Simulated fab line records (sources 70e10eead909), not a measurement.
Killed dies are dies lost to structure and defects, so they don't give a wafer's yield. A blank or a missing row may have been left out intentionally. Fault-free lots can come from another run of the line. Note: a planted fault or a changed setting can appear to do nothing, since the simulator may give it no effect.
One fault seen from 2 desks ; flow nandHarc ; only its own numbers are on each desk; what lay behind them is given at the end

## THE METROLOGY DESK
Means of the sampled wafers that have a number, per lot and without regard to the tool the lot ran on: this is what the gauges read. The brackets show how far a lot's mean lies from the usual mean; more than 4 standard deviations puts the lot out of limits, marked OUT.
Columns: A = overlayXNm at NHARC_A_M0_OVL_MEAS_10, usual 0.0 nm; B = overlayYNm at NHARC_A_M0_OVL_MEAS_10, usual 0.2 nm
lot;first seen here;A;B
L184;day 17 16:50;-0.1;1.0
L185;day 17 21:59;-0.2;0.2
L187;day 17 22:34;-0.5;1.4
L186;day 18 01:56;-1.6;0.7
L189;day 18 03:42;-1.1;1.4
L188;day 18 10:02;0.9;-0.4
L190;day 18 21:15;-0.1;0.4
L192;day 19 16:29;0.3;1.5
L191;day 19 16:54;0.9;-2.3
L193;day 20 02:35;-0.0;1.4
L195;day 20 09:32;0.4;0.4
L197;day 20 21:59;1.2;-0.2
L203;day 23 11:01;-1.1;-0.7
This desk found nothing out of limits on any of the 13 lots.

## THE TOOL OWNER'S DESK: lithoTrack-04
At NHARC_A_M0_SOFTBAKE_04 (time 55 s), the tool's own readings, given per lot that ran on this tool as the mean of the sampled wafers with a number. The brackets show how far a lot's mean lies from the usual mean; more than 4 standard deviations puts the lot out of limits, marked OUT.
Columns: A = heaterPowerTotalW at NHARC_A_M0_SOFTBAKE_04, usual 188.45 W
lot;first seen here;A
L184;day 17 16:00;188.53
L185;day 17 21:00;188.33
L187;day 17 22:00;188.56
L191;day 19 16:00;188.42
L193;day 20 02:00;188.41
L197;day 20 21:00;188.29
L203;day 23 10:00;233.44 (+99 or more) OUT
This desk's finding: out of limits on L203; first on L203, day 23 10:00 (heaterPowerTotalW at NHARC_A_M0_SOFTBAKE_04). L184, L185, L187, L191, L193, L197: within limits.

## PUT TOGETHER
On L203, at day 23 10:00, an alarm was possible from the tool owner's desk.
Nothing out of limits was seen by the metrology desk.
The metrology desk has L203 on record, within its limits.
Every lot named ran NHARC_A_M0_SOFTBAKE_04 on lithoTrack-04.

## WHAT THE SIMULATOR PUT IN
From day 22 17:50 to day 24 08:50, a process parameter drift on lithoTrack-04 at NHARC_A_M0_SOFTBAKE_04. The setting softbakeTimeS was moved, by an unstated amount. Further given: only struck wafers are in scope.
Lots struck among those shown: L203.
Hours from the fault's start to each desk's first reading out of limits: the tool owner's desk, 16.
